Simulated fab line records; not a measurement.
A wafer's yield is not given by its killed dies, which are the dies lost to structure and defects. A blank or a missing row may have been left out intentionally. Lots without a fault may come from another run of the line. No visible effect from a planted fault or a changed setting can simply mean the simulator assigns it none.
fab line records	flow n5_finfet
[record] lots = 9	wafers = 27	last_day = 17
route steps=1938 shown FIN_SAQP@126 BEOL_M4@1111 PASSIVATION@1936
lots that met no fault: taken from a fault-free run of the same line
start_h: hours from the record's first day to the start of the lot's first wafer shown	wait_h: how many hours have passed since the lot's step before this one	" repeats the value in the row above	L1.1+2: a single row standing in for several wafers	- no value, or no start given	* or withheld: withheld	< > ~ a bound
route shown NAME@n: NAME is a module with steps in the file, n the number in the route of the first one	usual: mean and standard deviation over wafers with no fault	same: alike in all rows	chamber/n: place in a boat	sites: per-site readings	_std_site: their standard deviation	_edge_site: mean of outer sites minus mean of inner sites	radius_mm: for every site, how far away it sits from the centre of the wafer	mask NAME#n: copy n	behind: the tool/chamber that last shaped the wafer	hold: reason for holding the lot/hours on hold/outcome of the hold	device: the transistor (n, p or np) that didn't switch	end of line: the same wafers' tests at the end of the route	a step with no rows: only its recipe	killed: count of dies lost to structure and defects at first sort (not the wafer's yield)	map: a wafer's dies, x killed, . not, _ none there
set.NAME: setting as actually run; set.NAME@STEP: the setting as run at that earlier step	model.NAME: the simulator's own value behind a step, which no gauge read
one table for each step of the route and one row for each wafer, over a sample of lots
services: a tool's chamber out of use, with start hour (start_h, from the record's first day; less than 0 if before it), hours out, and reason
[[steps]]
[step N5_FIN_SAQP_SPACER1_ETCHBACK_25]
[recipe] chemistry = CHF3/O2	mode = anisotropic_etchback	target = SiO2	target_depth_a = 244	time_s = 12.2	pressure_mtorr = 30	source_w = 650	bias_w = 170	Ar_flow_sccm = 200	CHF3_flow_sccm = 50	O2_flow_sccm = 5	ion_energy_ev = 200
[usual] drypump_motor_current_A = 5.5/0.45	oes_product_au = 0.79/0.091	rf_vpp_V = 525/6	showerhead_plenum_p_Torr = 2.42/0.069	throttle_valve_pct = 19.05/0.2
lot.wafer	tool	chamber	start_h	wait_h	drypump_motor_current_A	oes_product_au	rf_hours_counter_h	rf_vpp_V	showerhead_plenum_p_Torr	throttle_valve_pct
L436.1	rie_diel-01	1	23.19	0.4	6.1	0.83	60	519	2.35	19.05
L436.5	"	3	"	"	6.2	0.90	-	530	2.55	19.18
L436.6	"	0	"	"	5.9	0.71	-	528	2.49	19.06
L437.1	rie_diel-02	1	29.68	0.4	5.3	0.69	222	532	2.38	19.02
L437.2	"	3	"	"	4.9	0.79	105	532	2.43	18.86
L437.4	"	2	"	"	5.0	0.76	125	516	2.33	19.16
L449.3	rie_diel-01	3	103.82	0.4	6.2	0.85	67	529	2.54	19.20
L449.5	"	1	"	"	6.1	0.80	-	519	2.34	19.09
L449.6	"	0	"	"	5.9	0.69	-	526	2.47	19.13
L450.1	rie_diel-04	2	108.43	0.4	5.7	0.69	248	523	2.46	19.43
L450.2	"	3	"	"	5.4	0.85	60	519	2.45	18.95
L450.3	"	0	"	"	5.5	0.97	7	532	2.47	18.96
L452.1	rie_diel-04	0	119.88	0.4	5.5	0.96	12	533	2.46	18.97
L452.2	"	1	"	"	4.8	0.70	214	525	2.39	19.12
L452.5	"	3	"	"	5.4	0.85	-	519	2.44	18.95
L453.3	rie_diel-02	2	125.40	0.4	5.0	0.73	160	518	2.31	19.22
L453.4	"	3	"	"	4.9	0.76	-	533	2.42	18.89
L453.6	"	2	"	"	5.0	0.73	-	518	2.31	19.24
L457.2	rie_diel-01	3	150.46	0.4	6.2	0.83	87	531	2.53	19.24
L457.3	"	2	"	"	5.6	0.93	16	536	2.55	18.39
L457.6	"	2	"	"	5.6	0.93	-	537	2.55	18.41
L458.1	rie_diel-04	2	156.04	0.5	5.6	0.94	11	521	2.45	19.03
L458.3	"	0	"	"	5.6	0.93	26	533	2.46	19.00
L458.5	"	2	"	"	5.7	0.94	-	522	2.45	19.06
L459.3	rie_diel-01	3	162.31	0.4	6.2	0.83	92	529	2.53	19.26
L459.4	"	0	"	"	5.9	1.01	4	526	2.47	18.67
L459.6	"	0	"	"	5.9	1.00	-	527	2.47	18.70
[step N5_FIN_SAQP_ETCH_69]
[recipe] chemistry = N2/H2	target = SOC	target_depth_a = 1500	stop_on = SiNx	ion_energy_ev = 100	bias_w = 61	pressure_mtorr = 30	source_w = 850	n2_flow_sccm = 200	h2_flow_sccm = 200
[usual] bias_w = 60.99/0.18	chamber_pressure_mTorr = 30.00/0.03	drypump_motor_current_A = 5.7/0.45	oes_product_au = 0.78/0.083	rf_vpp_V = 240.8/1.4	showerhead_plenum_p_Torr = 2.55/0.095	throttle_valve_pct = 17.91/0.22
lot.wafer	tool	chamber	start_h	wait_h	bias_w	chamber_pressure_mTorr	drypump_motor_current_A	oes_product_au	rf_hours_counter_h	rf_vpp_V	showerhead_plenum_p_Torr	throttle_valve_pct
L436.1	rie_diel-01	3	24.14	-	60.96	29.99	6.3	0.88	38	243.3	2.70	18.15
L436.5	"	3	"	"	61.03	30.04	6.2	0.88	-	243.3	2.70	18.15
L436.6	"	0	"	"	61.02	30.02	5.9	0.70	-	241.5	2.62	17.93
L437.1	rie_diel-01	0	30.60	-	60.97	30.07	5.9	0.70	215	240.3	2.62	17.93
L437.2	"	1	"	"	60.98	29.98	6.1	0.83	63	239.1	2.47	17.92
L437.4	"	2	"	"	60.72	29.93	5.6	0.68	228	238.2	2.40	17.62
L449.3	rie_diel-02	2	104.81	-	-	-	-	-	-	-	-	-
L449.5	"	3	"	"	-	-	-	-	-	-	-	-
L449.6	"	0	"	"	-	-	-	-	-	-	-	-
L450.1	rie_diel-01	0	109.37	-	-	-	-	-	-	-	-	-
L450.2	"	1	"	"	-	-	-	-	-	-	-	-
L450.3	"	3	"	"	-	-	-	-	-	-	-	-
L452.1	rie_diel-01	2	121.16	-	61.14	30.00	5.6	0.97	3	242.3	2.71	17.27
L452.2	"	1	"	"	60.99	29.97	6.0	0.80	93	240.0	2.46	17.97
L452.5	"	3	"	"	60.99	30.05	6.2	0.83	-	241.3	2.68	18.21
L453.3	rie_diel-02	3	126.54	-	60.98	30.00	4.9	0.74	142	240.7	2.55	17.88
L453.4	"	2	"	"	60.51	29.95	5.0	0.73	-	239.2	2.43	18.09
L453.6	"	3	"	"	60.95	29.97	4.9	0.74	-	239.5	2.55	17.87
L457.2	rie_diel-01	3	151.38	-	61.17	30.00	6.3	0.82	87	243.4	2.68	18.24
L457.3	"	2	"	"	61.10	29.98	5.6	0.93	16	242.5	2.70	17.28
L457.6	"	2	"	"	61.15	30.02	5.6	0.93	-	243.4	2.70	17.28
L458.1	rie_diel-02	3	157.01	-	61.10	29.99	4.9	0.74	153	240.8	2.54	17.90
L458.3	"	2	"	"	60.87	30.04	5.0	0.71	172	239.3	2.43	18.14
L458.5	"	2	"	"	61.13	29.94	5.0	0.72	-	239.8	2.43	18.12
L459.3	rie_diel-02	3	163.38	-	61.33	30.01	4.9	0.74	155	241.6	2.54	17.90
L459.4	"	1	"	"	60.85	30.03	5.4	0.93	10	241.5	2.49	17.42
L459.6	"	0	"	"	61.27	29.97	5.6	0.74	-	240.0	2.52	17.98
[step N5_FIN_SAQP_STRIP_70]
[recipe] chemistry = N2/H2	power_w = 500	temp_c = 40	pressure_mtorr = 50	rf_frequency_hz = 6e+07	overash_fraction = 0.3	bias_power_w = 28	h2_frac = 0.5	n2_flow_sccm = 300	h2_flow_sccm = 300
[usual] drypump_motor_current_A = 5.7/0.45	oes_product_au = 0.78/0.085	rf_vpp_V = 122.0/1	showerhead_plenum_p_Torr = 3.36/0.12	throttle_valve_pct = 19.0/0.38
[same] overash_fraction = 0.3
lot.wafer	tool	chamber	start_h	wait_h	drypump_motor_current_A	oes_product_au	rf_hours_counter_h	rf_vpp_V	showerhead_plenum_p_Torr	throttle_valve_pct
L436.1	rie_diel-01	3	24.24	0.0	6.3	0.90	38	123.4	3.56	19.5
L436.5	"	3	"	"	6.3	0.89	-	122.4	3.56	19.5
L436.6	"	0	"	"	6.0	0.71	-	121.4	3.46	18.9
L437.1	rie_diel-01	0	30.70	0.0	5.9	0.70	216	122.2	3.46	18.9
L437.2	"	1	"	"	6.1	0.83	63	121.3	3.27	19.0
L437.4	"	2	"	"	5.6	0.69	228	122.2	3.18	18.5
L449.3	rie_diel-02	2	104.91	0.0	5.0	0.74	152	121.0	3.23	19.0
L449.5	"	3	"	"	4.9	0.76	-	123.3	3.37	19.2
L449.6	"	0	"	"	5.6	0.78	-	121.8	3.34	18.8
L450.1	rie_diel-01	0	109.47	0.0	5.9	0.68	244	122.6	3.44	18.9
L450.2	"	1	"	"	6.1	0.80	88	121.6	3.25	19.0
L450.3	"	3	"	"	6.2	0.83	70	122.0	3.54	19.6
L452.1	rie_diel-01	2	121.26	0.0	5.6	0.98	3	121.5	3.57	18.1
L452.2	"	1	"	"	6.1	0.80	93	122.1	3.25	19.1
L452.5	"	3	"	"	6.2	0.84	-	122.6	3.54	19.6
L453.3	rie_diel-02	3	126.64	0.0	4.9	0.75	142	121.9	3.36	19.2
L453.4	"	2	"	"	5.0	0.73	-	120.8	3.22	19.1
L453.6	"	3	"	"	4.9	0.76	-	121.8	3.36	19.2
L457.2	rie_diel-01	3	151.48	0.0	6.3	0.84	87	123.8	3.53	19.6
L457.3	"	2	"	"	5.6	0.93	16	121.8	3.56	18.2
L457.6	"	2	"	"	5.6	0.93	-	122.5	3.56	18.2
L458.1	rie_diel-02	3	157.11	0.0	4.9	0.74	153	121.5	3.36	19.2
L458.3	"	2	"	"	5.0	0.72	172	120.9	3.21	19.1
L458.5	"	2	"	"	5.0	0.72	-	121.1	3.22	19.1
L459.3	rie_diel-02	3	163.48	0.0	4.9	0.74	155	122.0	3.36	19.2
L459.4	"	1	"	"	5.4	0.93	10	121.5	3.29	18.2
L459.6	"	0	"	"	5.6	0.74	-	122.0	3.33	18.8
[step N5_FIN_SAQP_RECESS_71]
[recipe] chemistry = HF/NH3	target = SiO2	target_depth_a = 30	afs_cycles = 1	temp_c = 30	sublimation_temp_c = 180	sublimation_time_s = 60
[usual] drypump_motor_current_A = 5.7/0.31
lot.wafer	tool	chamber	start_h	wait_h	drypump_motor_current_A
L436.1	vapor_etch-02	0	24.39	0.1	5.4
L436.5	"	0	"	"	5.4
L436.6	"	1	"	"	5.8
L437.1	vapor_etch-01	1	30.76	0.0	5.6
L437.2	"	0	"	"	6.2
L437.4	"	0	"	"	6.2
L449.3	vapor_etch-02	1	105.01	0.1	5.8
L449.5	"	0	"	"	5.4
L449.6	"	1	"	"	5.8
L450.1	vapor_etch-01	0	109.53	0.0	6.3
L450.2	"	1	"	"	5.6
L450.3	"	1	"	"	5.6
L452.1	vapor_etch-01	0	121.32	0.0	6.3
L452.2	"	1	"	"	5.6
L452.5	"	1	"	"	5.6
L453.3	vapor_etch-01	1	126.74	0.1	5.6
L453.4	"	0	"	"	6.2
L453.6	"	0	"	"	6.3
L457.2	vapor_etch-02	1	151.54	0.0	5.7
L457.3	"	0	"	"	5.4
L457.6	"	0	"	"	5.4
L458.1	vapor_etch-01	0	157.17	0.0	6.3
L458.3	"	0	"	"	6.3
L458.5	"	0	"	"	6.3
L459.3	vapor_etch-01	0	163.58	0.1	6.3
L459.4	"	1	"	"	5.6
L459.6	"	0	"	"	6.3
[step N5_BEOL_M4_RC_MEAS_101]
[usual] DIBL_N = 36.4/1.5	DIBL_P = 36.4/1.6	IOFF_N = 0.164/0.025	IOFF_P = 0.214/0.028	ION_N = 675/9.9	ION_P = 463/6.5	SS_N = 71.5/0.5	SS_P = 73.3/0.56	VT_N = 249.2/2.7	VT_P = -250.1/2.8
lot.wafer	tool	chamber	start_h	wait_h	DIBL_N[mV/V]	DIBL_P[mV/V]	IOFF_N[nA/um]	IOFF_P[nA/um]	ION_N[uA/um]	ION_P[uA/um]	SS_N[mV/dec]	SS_P[mV/dec]	VT_N[mV]	VT_P[mV]
L436.1	prober-02	0	164.19	0.0	36.5	35.4	0.134	0.171	664	453	71.2	73.7	250.4	-256.0
L436.5	"	0	"	"	37.0	36.7	0.155	0.186	688	458	70.7	73.7	248.1	-253.7
L436.6	"	0	"	"	37.2	36.3	0.149	0.185	660	451	70.8	73.2	251.0	-256.5
L437.1	prober-01	0	177.93	0.0	37.4	35.4	0.145	0.213	671	465	70.9	73.9	251.9	-249.3
L437.2	"	0	"	"	38.5	37.0	0.171	0.250	678	470	71.7	74.0	249.3	-245.5
L437.4	"	0	"	"	36.1	33.7	0.129	0.190	659	459	71.3	73.2	254.3	-250.1
L452.1	prober-02	0	269.79	0.4	36.1	35.7	0.175	0.209	686	466	71.6	72.9	244.6	-251.3
L452.2	"	0	"	"	34.7	34.1	0.146	0.191	675	464	71.5	72.1	250.2	-250.9
L452.5	"	0	"	"	36.1	36.0	0.174	0.210	682	459	71.4	73.4	249.9	-251.5
L453.3	prober-01	0	272.41	0.3	37.9	38.7	0.222	0.244	696	468	72.3	73.6	246.7	-248.5
L453.4	"	0	"	"	36.9	37.5	0.207	0.225	697	468	71.7	74.4	245.8	-249.9
L453.6	"	0	"	"	38.5	39.4	0.247	0.256	703	469	71.3	74.2	242.5	-246.1
L457.2	prober-02	0	291.64	0.2	35.1	34.9	0.159	0.175	681	458	71.7	73.1	250.2	-254.8
L457.3	"	0	"	"	34.7	34.4	0.146	0.169	674	457	71.1	73.1	249.3	-252.5
L457.6	"	0	"	"	35.5	35.5	0.157	0.187	667	455	71.8	72.9	249.2	-254.0
L459.3	prober-02	0	303.39	0.3	37.4	37.1	0.184	0.225	675	464	71.4	73.8	246.9	-250.5
L459.4	"	0	"	"	36.6	36.1	0.164	0.212	674	457	71.6	73.7	251.0	-251.4
L459.6	"	0	"	"	37.8	36.8	0.174	0.218	678	459	71.2	74.1	249.6	-249.9
L458.1	prober-02	0	304.01	0.7	35.5	35.8	0.140	0.200	660	457	71.3	72.4	250.5	-249.5
L458.3	"	0	"	"	36.0	36.8	0.158	0.221	670	465	72.0	73.2	249.4	-250.0
L458.5	"	0	"	"	36.3	36.5	0.155	0.216	665	464	71.7	72.3	251.5	-250.7
[step N5_PASSIVATION_PROBE_49]
[usual] defect_limited_yield = 91.1/1.4	killed_at_M0_to_M3 = 35/8.7	killed_at_M4_up = 14/5.3	killed_at_contacts = 12/6.2	killed_at_front_end = 41/12	killed_at_other = 3.4/2.6	killed_dies = 105/16	killed_on_rim = 14/3.8	killed_open = 67/13	killed_short = 36/7.3	sort_bin_5_function = 5.2/0.96	sort_bin_6_memory = 3.3/0.6	sort_n_pass = 1075/16	sort_yield_pct = 91.1/1.4
[same] gross_dies = 1180	killed_at_back_side = 0	sort_bin_4_leakage[%] = 0	sort_bin_8_speed[%] = 0
lot.wafer	tool	chamber	start_h	wait_h	defect_limited_yield[%]	killed_at_M0_to_M3	killed_at_M4_up	killed_at_contacts	killed_at_front_end	killed_at_other	killed_dies	killed_on_rim	killed_open	killed_short	sort_bin_5_function[%]	sort_bin_6_memory[%]	sort_n_pass	sort_yield_pct[%]
L436.1	prober-01	-	267.32	0.0	91.7	38	11	13	33	3	98	11	73	23	5.3	2.8	1082	91.7
L436.5	prober-01	-	267.52	0.2	91.4	30	17	16	36	2	101	10	63	36	4.8	3.7	1079	91.4
L436.6	prober-01	-	267.57	0.3	93.6	27	5	18	20	6	76	7	50	24	3.4	2.7	1104	93.6
L437.1	prober-02	-	284.77	0.0	91.9	35	20	9	29	3	96	19	62	34	4.9	2.9	1084	91.9
L437.2	prober-02	-	284.82	0.1	90.4	37	13	13	46	4	113	21	68	44	5.6	3.8	1067	90.4
L437.4	prober-02	-	284.92	0.2	89.4	48	17	7	50	3	125	11	82	43	6.6	3.5	1055	89.4
L449.3	prober-02	-	345.40	0.1	0	39	21	17	1098	5	1180	152	86	39	95.4	4.2	0	0
L449.5	prober-02	-	345.50	0.2	0	19	19	6	1135	1	1180	152	50	19	97.9	1.9	0	0
L449.6	prober-02	-	345.55	0.3	0	17	10	13	1135	5	1180	152	54	32	96.6	3.0	0	0
L450.1	prober-02	-	346.53	0.3	0	31	11	17	1112	9	1180	152	78	31	96.5	3.0	0	0
L450.2	prober-02	-	346.58	0.3	0	39	20	10	1097	14	1180	152	65	38	96.7	2.9	0	0
L450.3	prober-02	-	346.63	0.4	0	26	20	10	1119	5	1180	152	59	30	96.9	2.8	0	0
L452.1	prober-02	-	364.91	0.0	88.3	33	12	19	70	4	138	18	93	44	6.3	4.7	1042	88.3
L452.2	prober-02	-	364.96	0.1	87.9	46	11	36	45	5	143	16	96	47	6.9	4.6	1037	87.9
L452.5	prober-02	-	365.11	0.2	91.4	32	19	19	26	6	102	10	73	27	4.9	3.5	1078	91.4
L453.3	prober-01	-	372.34	0.1	91.6	33	22	16	27	1	99	14	60	36	4.9	3.2	1081	91.6
L453.4	prober-01	-	372.39	0.2	93.8	26	22	4	21	0	73	10	42	30	3.3	2.7	1107	93.8
L453.6	prober-01	-	372.49	0.3	94.2	25	18	3	20	2	68	9	48	18	3.2	2.3	1112	94.2
L457.2	prober-01	-	402.41	0.1	91.4	46	9	9	32	5	101	18	58	40	4.9	3.3	1079	91.4
L457.3	prober-01	-	402.46	0.1	91.1	45	18	10	26	6	105	16	72	31	5.0	3.3	1075	91.1
L457.6	prober-01	-	402.61	0.3	90.6	49	14	9	31	8	111	16	62	46	5.8	3.6	1069	90.6
L459.3	prober-01	-	410.74	0.1	89.9	32	15	26	46	0	119	11	80	38	5.3	4.4	1061	89.9
L459.4	prober-01	-	410.79	0.2	90.9	45	9	25	27	1	107	10	70	36	5.7	3.3	1073	90.9
L459.6	prober-01	-	410.89	0.3	92.0	21	16	23	33	1	94	10	56	36	4.6	3.2	1086	92.0
L458.1	prober-02	-	413.60	0.0	91.3	37	8	14	42	2	103	12	70	32	5.2	3.5	1077	91.3
L458.3	prober-02	-	413.70	0.1	91.4	35	11	13	39	4	102	17	59	40	5.2	3.1	1078	91.4
L458.5	prober-02	-	413.80	0.2	90.4	49	21	7	33	3	113	18	70	42	6.6	2.9	1067	90.4
// killed by level:class
L436.1 BEOL_M2:geometric_particle:open=14 MOL_CONTACT_COAG:geometric_particle:open=11 DUMMY_GATE:geometric_particle:open=7 BEOL_M0_SAQP:geometric_particle:short=6 FIN_SAQP:geometric_particle:short=5 STI_FIN_REVEAL:geometric_particle:open=5 BEOL_M0_SAQP:geometric_particle:open=5 BEOL_M4:geometric_particle:open=5
L436.5 MOL_CONTACT_COAG:geometric_particle:open=11 BEOL_M2:geometric_particle:open=10 BEOL_M4:geometric_particle:open=8 SPACER0:geometric_particle:short=6 FIN_SAQP:geometric_particle:short=5 STI_FIN_REVEAL:geometric_particle:open=5 MOL_CONTACT_COAG:geometric_particle:short=5 FIN_SAQP:geometric_particle:open=4
L436.6 MOL_CONTACT_COAG:geometric_particle:open=18 BEOL_M0_SAQP:geometric_particle:short=6 BEOL_M2:geometric_particle:open=6 FIN_SAQP:geometric_particle:open=4 BEOL_M2:geometric_particle:short=4 MIM_BOT:geometric_particle:short=4 SPACER0:geometric_particle:short=3 BEOL_M0:geometric_particle:open=3
L437.1 STI_FIN_REVEAL:geometric_particle:open=12 BEOL_M4:geometric_particle:open=12 BEOL_M0_SAQP:geometric_particle:short=10 MOL_CONTACT_COAG:geometric_particle:open=9 BEOL_M0_SAQP:geometric_particle:open=6 BEOL_M0:geometric_particle:open=6 FIN_SAQP:geometric_particle:short=4 BEOL_M3:geometric_particle:short=4
L437.2 STI_FIN_REVEAL:geometric_particle:open=15 BEOL_M0_SAQP:geometric_particle:short=13 MOL_CONTACT_COAG:geometric_particle:open=12 FIN_SAQP:geometric_particle:short=9 BEOL_M3:geometric_particle:open=6 DUMMY_GATE:geometric_particle:open=5 BEOL_M0_SAQP:geometric_particle:open=5 BEOL_M0:geometric_particle:open=5
L437.4 STI_FIN_REVEAL:geometric_particle:open=15 FIN_SAQP:geometric_particle:short=13 BEOL_M3:geometric_particle:open=11 FIN_SAQP:geometric_particle:open=9 BEOL_M2:geometric_particle:open=9 BEOL_M0_SAQP:geometric_particle:open=7 BEOL_M3:geometric_particle:short=6 MOL_CONTACT_COAG:geometric_particle:open=6
L449.3 FIN_SAQP:area_etch=1053 MOL_CONTACT_COAG:geometric_particle:open=13 BEOL_M4:geometric_particle:open=12 FIN_SAQP:geometric_particle:open=11 BEOL_M1:geometric_particle:open=8 BEOL_M2:geometric_particle:open=8 BEOL_M3:geometric_particle:open=7 FIN_SAQP:geometric_particle:short=6
L449.5 FIN_SAQP:area_etch=1110 BEOL_M4:geometric_particle:open=9 STI_FIN_REVEAL:geometric_particle:open=5 GATE_CUT:geometric_particle:short=5 MOL_CONTACT_COAG:geometric_particle:open=5 BEOL_M2:geometric_particle:open=5 BEOL_M3:geometric_particle:open=5 BEOL_M6:geometric_particle:open=4
L449.6 FIN_SAQP:area_etch=1093 MOL_CONTACT_COAG:geometric_particle:open=11 STI_FIN_REVEAL:geometric_particle:open=7 GATE_CUT:geometric_particle:short=6 STARTING-WAFER:geometric_particle:open=6 DUMMY_GATE:geometric_particle:open=5 BEOL_M0_SAQP:geometric_particle:open=5 PAD_METAL:geometric_particle:short=4
L450.1 FIN_SAQP:area_etch=1070 MOL_CONTACT_COAG:geometric_particle:open=15 STI_FIN_REVEAL:geometric_particle:open=11 BEOL_M0_SAQP:geometric_particle:short=10 BEOL_M0_SAQP:geometric_particle:open=9 FIN_SAQP:geometric_particle:open=8 GATE_CUT:geometric_particle:short=7 BEOL_M2:geometric_particle:open=5
L450.2 FIN_SAQP:area_etch=1076 BEOL_M0_SAQP:geometric_particle:short=10 MOL_CONTACT_COAG:geometric_particle:open=9 BEOL_M4:geometric_particle:open=9 BEOL_M0_SAQP:geometric_particle:open=8 GATE_CUT:geometric_particle:short=7 BEOL_M2:geometric_particle:open=7 STI_FIN_REVEAL:geometric_particle:open=5
L450.3 FIN_SAQP:area_etch=1090 BEOL_M0_SAQP:geometric_particle:short=11 STI_FIN_REVEAL:geometric_particle:open=10 MOL_CONTACT_COAG:geometric_particle:open=8 BEOL_M0_SAQP:geometric_particle:open=8 BEOL_M4:geometric_particle:open=8 FIN_SAQP:geometric_particle:open=4 FIN_SAQP:geometric_particle:short=3
L452.1 FIN_SAQP:geometric_particle:open=33 MOL_CONTACT_COAG:geometric_particle:open=19 FIN_SAQP:geometric_particle:short=18 BEOL_M1:geometric_particle:open=12 BEOL_M0_SAQP:geometric_particle:short=5 GATE_CUT:geometric_particle:short=5 BEOL_M0_SAQP:geometric_particle:open=5 BEOL_M1:geometric_particle:short=4
L452.2 MOL_CONTACT_COAG:geometric_particle:open=28 FIN_SAQP:geometric_particle:open=22 FIN_SAQP:geometric_particle:short=13 BEOL_M1:geometric_particle:open=12 BEOL_M0_SAQP:geometric_particle:short=9 BEOL_M2:geometric_particle:open=8 MOL_CONTACT_COAG:geometric_particle:short=8 BEOL_M3:geometric_particle:open=7
L452.5 MOL_CONTACT_COAG:geometric_particle:open=17 FIN_SAQP:geometric_particle:short=11 BEOL_M0_SAQP:geometric_particle:open=8 BEOL_M1:geometric_particle:open=8 BEOL_M4:geometric_particle:open=7 FIN_SAQP:geometric_particle:open=5 BEOL_M0_SAQP:geometric_particle:short=5 BEOL_M2:geometric_particle:open=4
L453.3 BEOL_M2:geometric_particle:open=11 MOL_CONTACT_COAG:geometric_particle:open=10 FIN_SAQP:geometric_particle:short=6 GATE_CUT:geometric_particle:short=5 MOL_CONTACT_COAG:geometric_particle:short=5 BEOL_M0_SAQP:geometric_particle:short=5 BEOL_M6:geometric_particle:open=5 GATE_CUT:geometric_particle:open=4
L453.4 FIN_SAQP:geometric_particle:short=8 BEOL_M4:geometric_particle:short=7 BEOL_M0_SAQP:geometric_particle:short=5 BEOL_M0:geometric_particle:open=5 BEOL_M1:geometric_particle:open=5 BEOL_M4:geometric_particle:open=5 GATE_CUT:geometric_particle:short=4 MOL_CONTACT_COAG:geometric_particle:open=4
L453.6 BEOL_M0_SAQP:geometric_particle:open=6 BEOL_M2:geometric_particle:open=6 DUMMY_GATE:geometric_particle:open=4 GATE_CUT:geometric_particle:short=4 BEOL_M5:geometric_particle:open=4 FIN_SAQP:geometric_particle:open=3 BEOL_M0:geometric_particle:open=3 BEOL_M3:geometric_particle:open=3
L457.2 BEOL_M3:geometric_particle:open=11 MOL_CONTACT_COAG:geometric_particle:open=8 STI_FIN_REVEAL:geometric_particle:open=6 GATE_CUT:geometric_particle:short=6 BEOL_M0_SAQP:geometric_particle:open=6 FIN_SAQP:geometric_particle:open=5 BEOL_M1:geometric_particle:open=5 BEOL_M1:geometric_particle:short=4
L457.3 BEOL_M0_SAQP:geometric_particle:open=9 BEOL_M0_SAQP:geometric_particle:short=9 MOL_CONTACT_COAG:geometric_particle:open=8 FIN_SAQP:geometric_particle:open=7 BEOL_M1:geometric_particle:open=7 BEOL_M2:geometric_particle:open=7 BEOL_M4:geometric_particle:open=6 BEOL_M3:geometric_particle:open=5
L457.6 BEOL_M0_SAQP:geometric_particle:open=16 BEOL_M0_SAQP:geometric_particle:short=11 FIN_SAQP:geometric_particle:short=9 DUMMY_GATE:geometric_particle:open=8 MOL_CONTACT_COAG:geometric_particle:open=6 BEOL_M5:geometric_particle:open=6 BEOL_M3:geometric_particle:open=5 STI_FIN_REVEAL:geometric_particle:open=4
L459.3 MOL_CONTACT_COAG:geometric_particle:open=20 FIN_SAQP:geometric_particle:short=10 STI_FIN_REVEAL:geometric_particle:open=10 BEOL_M1:geometric_particle:open=7 FIN_SAQP:geometric_particle:open=6 GATE_CUT:geometric_particle:short=6 MOL_CONTACT_COAG:geometric_particle:short=6 BEOL_M0_SAQP:geometric_particle:open=6
L459.4 MOL_CONTACT_COAG:geometric_particle:open=18 BEOL_M0_SAQP:geometric_particle:open=10 GATE_CUT:geometric_particle:short=8 BEOL_M0_SAQP:geometric_particle:short=7 BEOL_M1:geometric_particle:open=7 BEOL_M2:geometric_particle:open=7 MOL_CONTACT_COAG:geometric_particle:short=6 BEOL_M3:geometric_particle:open=6
L459.6 MOL_CONTACT_COAG:geometric_particle:open=20 BEOL_M0_SAQP:geometric_particle:short=8 FIN_SAQP:geometric_particle:open=7 GATE_CUT:geometric_particle:short=6 FIN_SAQP:geometric_particle:short=5 BEOL_M1:geometric_particle:short=4 BEOL_M4:geometric_particle:open=4 STI_FIN_REVEAL:geometric_particle:open=3
L458.1 BEOL_M0_SAQP:geometric_particle:open=15 MOL_CONTACT_COAG:geometric_particle:open=11 FIN_SAQP:geometric_particle:short=8 STI_FIN_REVEAL:geometric_particle:open=8 BEOL_M0_SAQP:geometric_particle:short=8 FIN_SAQP:geometric_particle:open=7 BEOL_M3:geometric_particle:open=6 STARTING-WAFER:geometric_particle:short=5
L458.3 BEOL_M0_SAQP:geometric_particle:open=15 STI_FIN_REVEAL:geometric_particle:open=11 BEOL_M0_SAQP:geometric_particle:short=9 MOL_CONTACT_COAG:geometric_particle:short=8 MOL_CONTACT_COAG:geometric_particle:open=5 BEOL_M2:geometric_particle:open=5 FIN_SAQP:geometric_particle:short=4 STI_FIN_REVEAL:geometric_particle:short=4
L458.5 BEOL_M0_SAQP:geometric_particle:open=20 BEOL_M0_SAQP:geometric_particle:short=19 STI_FIN_REVEAL:geometric_particle:open=8 FIN_SAQP:geometric_particle:open=6 MOL_CONTACT_COAG:geometric_particle:open=5 FIN_SAQP:geometric_particle:short=4 BEOL_M4:geometric_particle:open=4 BEOL_M4:geometric_particle:short=4
[[services]]
tool	chamber	start_h	hours	kind
rie_diel-01	1	3.43	7.0	repair
rie_diel-02	0	7.43	6.3	repair
rie_diel-02	1	60.43	7.0	repair
rie_diel-01	1	63.32	3.7	repair
rie_diel-04	0	66.23	-	clean
rie_diel-04	0	66.23	-	consumable_replace:esc
rie_diel-04	0	66.23	-	consumable_replace:focus_ring
rie_diel-04	0	66.23	21.5	scheduled_down
rie_diel-01	2	95.82	-	clean
rie_diel-01	2	95.82	-	consumable_replace:focus_ring
rie_diel-01	2	95.82	-	consumable_replace:showerhead
rie_diel-01	2	95.82	15.9	scheduled_down
rie_diel-01	2	95.82	15.9	vent_cycle
rie_diel-01	1	105.60	1.4	repair
vapor_etch-02	0	119.95	4.0	repair
rie_diel-02	1	119.95	-	clean
rie_diel-02	1	119.95	-	consumable_replace:focus_ring
rie_diel-02	1	119.95	15.3	scheduled_down
rie_diel-02	1	119.95	15.3	vent_cycle
rie_diel-04	1	120.61	9.8	repair
rie_diel-01	0	125.47	-	clean
rie_diel-01	0	125.47	-	consumable_replace:focus_ring
rie_diel-01	0	125.47	24.0	scheduled_down
rie_diel-01	0	125.47	24.0	vent_cycle
[[key]]
[first_sign] step = N5_FIN_SAQP_ETCH_69	reading = tool_record	direction = missing
[effect] step = N5_PASSIVATION_PROBE_49	reading = sort_bin_5_function	direction = up	sigmas = 95	usual = 5.2	struck = 96.7
[more_kills_born_at] N5_FIN_SAQP_ETCH_69@rie_diel-02 = 3256	N5_FIN_SAQP_ETCH_69@rie_diel-01 = 3236
met_at N5_FIN_SAQP_ETCH_69
struck_lots L449,L450
later_rows_left_out L449.3,L449.5,L449.6,L450.1,L450.2,L450.3
not_acting_at N5_FIN_SAQP_SPACER1_ETCHBACK_25,N5_FIN_SAQP_STRIP_70,N5_FIN_SAQP_RECESS_71
onset_between 30.60 104.81
[fault] kind = skipped_step_whole	tool = rie_diel-01,rie_diel-02	chamber = -	onset_h = 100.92	steps = N5_FIN_SAQP_ETCH_69	scope = struck_lots_only
// later_rows_left_out: the simulator's readings of these wafers behind a module that went badly wrong aren't trusted and aren't shown, but for the sort
